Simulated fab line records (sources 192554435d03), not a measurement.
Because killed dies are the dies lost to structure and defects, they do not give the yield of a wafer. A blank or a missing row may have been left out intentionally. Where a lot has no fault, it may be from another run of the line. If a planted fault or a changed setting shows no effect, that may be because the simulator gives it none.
Split-lot study / flow n5-finfet / route with 1938 steps; 7 lots, 21 wafers read

== SPLIT DETAILS ==
At N5_BEOL_M7_ETCH_61 (etches SiARC in CF4, target depth 45.5 nm, time 75.8 s), the setting source-w was moved away from the recipe's 545 W on 7 of the 21 wafers read, by -16.6% to +15.7%. All remaining wafers had this setting at the recipe value.

The reading comes from the split's own step.

== THE READING ==
rf-vpp-V, in V, at N5_BEOL_M7_ETCH_61 (etches SiARC in CF4, target depth 45.5 nm, time 75.8 s). Fault-free wafers of this fab line usually give 184.1 V, standard deviation 1.2 V.

wafer=L075.1; tool, chamber at the split=rie-diel-06, 3; source-w as run, W=545; against the recipe=recipe; rf-vpp-V, V=183.5; against lot-mates on the recipe=-
wafer=L075.4; tool, chamber at the split=rie-diel-06, 0; source-w as run, W=545; against the recipe=recipe; rf-vpp-V, V=184.6; against lot-mates on the recipe=-
wafer=L075.5; tool, chamber at the split=rie-diel-06, 2; source-w as run, W=458.1; against the recipe=-15.9%; rf-vpp-V, V=194.3; against lot-mates on the recipe=+10.2
wafer=L078.1; tool, chamber at the split=rie-diel-06, 3; source-w as run, W=545; against the recipe=recipe; rf-vpp-V, V=183.8; against lot-mates on the recipe=-
wafer=L078.2; tool, chamber at the split=rie-diel-06, 1; source-w as run, W=545; against the recipe=recipe; rf-vpp-V, V=183.0; against lot-mates on the recipe=-
wafer=L078.4; tool, chamber at the split=rie-diel-06, 0; source-w as run, W=545; against the recipe=recipe; rf-vpp-V, V=186.0; against lot-mates on the recipe=-
wafer=L084.2; tool, chamber at the split=rie-diel-05, 2; source-w as run, W=545; against the recipe=recipe; rf-vpp-V, V=184.0; against lot-mates on the recipe=-
wafer=L084.3; tool, chamber at the split=rie-diel-05, 0; source-w as run, W=612.4; against the recipe=+12.4%; rf-vpp-V, V=175.8; against lot-mates on the recipe=-8.2
wafer=L084.5; tool, chamber at the split=rie-diel-05, 0; source-w as run, W=612.4; against the recipe=+12.4%; rf-vpp-V, V=176.5; against lot-mates on the recipe=-7.5
wafer=L085.2; tool, chamber at the split=rie-diel-06, 1; source-w as run, W=545; against the recipe=recipe; rf-vpp-V, V=183.5; against lot-mates on the recipe=-
wafer=L085.4; tool, chamber at the split=rie-diel-06, 2; source-w as run, W=630.6; against the recipe=+15.7%; rf-vpp-V, V=175.2; against lot-mates on the recipe=-8.3
wafer=L085.6; tool, chamber at the split=rie-diel-06, 2; source-w as run, W=545; against the recipe=recipe; rf-vpp-V, V=183.5; against lot-mates on the recipe=-
wafer=L089.1; tool, chamber at the split=rie-diel-01, 3; source-w as run, W=454.3; against the recipe=-16.6%; rf-vpp-V, V=195.0; against lot-mates on the recipe=+11.8
wafer=L089.4; tool, chamber at the split=rie-diel-01, 0; source-w as run, W=545; against the recipe=recipe; rf-vpp-V, V=183.3; against lot-mates on the recipe=-
wafer=L089.5; tool, chamber at the split=rie-diel-01, 2; source-w as run, W=545; against the recipe=recipe; rf-vpp-V, V=183.1; against lot-mates on the recipe=-
wafer=L096.1; tool, chamber at the split=rie-diel-05, 3; source-w as run, W=515.2; against the recipe=-5.5%; rf-vpp-V, V=189.5; against lot-mates on the recipe=+3.2
wafer=L096.2; tool, chamber at the split=rie-diel-05, 2; source-w as run, W=545; against the recipe=recipe; rf-vpp-V, V=186.3; against lot-mates on the recipe=-
wafer=L096.3; tool, chamber at the split=rie-diel-05, 1; source-w as run, W=515.2; against the recipe=-5.5%; rf-vpp-V, V=186.5; against lot-mates on the recipe=+0.2
wafer=L097.2; tool, chamber at the split=rie-diel-01, 1; source-w as run, W=545; against the recipe=recipe; rf-vpp-V, V=183.9; against lot-mates on the recipe=-
wafer=L097.4; tool, chamber at the split=rie-diel-01, 2; source-w as run, W=545; against the recipe=recipe; rf-vpp-V, V=183.5; against lot-mates on the recipe=-
wafer=L097.6; tool, chamber at the split=rie-diel-01, 2; source-w as run, W=545; against the recipe=recipe; rf-vpp-V, V=184.8; against lot-mates on the recipe=-

THE FIT
A straight line over all 21 wafers: rf-vpp-V changes by -0.632 V for each +1% of source-w; r = -0.98; the points scatter about the line by 1 V.
The same after taking each lot's own level away (the mean of its wafers on the recipe; 21 wafers): -0.615 V for each +1%; r = -0.98; scatter 1.1 V.
Per that fit: largest source-w move, reading shift of 10 V.
Across the lots, their own levels run from 183.20 to 186.30 V, a range of 2.6 times the standard deviation given above.
The two slopes are in agreement: the lot-to-lot level therefore moves the slope only a little.
Check: for one of the wafers moved furthest among these (-16.6%), held out of the fit, the line's prediction against its lot-mates is +9.57 V. Against them it came out at +11.8 V.
Tool readings at the split's step, against how far the setting was moved: etch-rf-on-time-s r = -0.93; rf-vpp-V r = -0.98.

== FURTHER SPLITS ON THESE WAFERS ==
Other splits were also applied to these wafers ahead of the reading. Each is held against what the fit with the lots' levels taken away leaves over:
other split on the same wafers=N5_BEOL_M5_TRENCH_ETCH_37 time-s; wafers away from the commonest value=5; r with rf-vpp-V (lot level and that fit taken away)=-0.05
other split on the same wafers=N5_BEOL_M6_EXPOSE_08 dose-mj; wafers away from the commonest value=6; r with rf-vpp-V (lot level and that fit taken away)=-0.28
other split on the same wafers=N5_BEOL_M6_STRIP_19 temp-c; wafers away from the commonest value=8; r with rf-vpp-V (lot level and that fit taken away)=-0.10
other split on the same wafers=N5_BEOL_M7_COAT_05 spin-rpm; wafers away from the commonest value=7; r with rf-vpp-V (lot level and that fit taken away)=-0.07

== THE WHOLE CHAIN: every reading that the file lists as answering this split, in the file's order ==
step=N5_BEOL_M7_ETCH_61; what it does=etches SiARC in CF4, target depth 45.5 nm, time 75.8 s; reading=etch-rf-on-time-s; change (the file's fit)=withheld for each +1% of the setting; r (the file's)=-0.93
step=N5_BEOL_M7_ETCH_61; what it does=etches SiARC in CF4, target depth 45.5 nm, time 75.8 s; reading=rf-vpp-V; change (the file's fit)=-0.619 V for each +1% of the setting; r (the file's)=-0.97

== FILE'S OWN FIT ==
rf-vpp-V changes by -0.619 V for each +1% of source-w, r = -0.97.
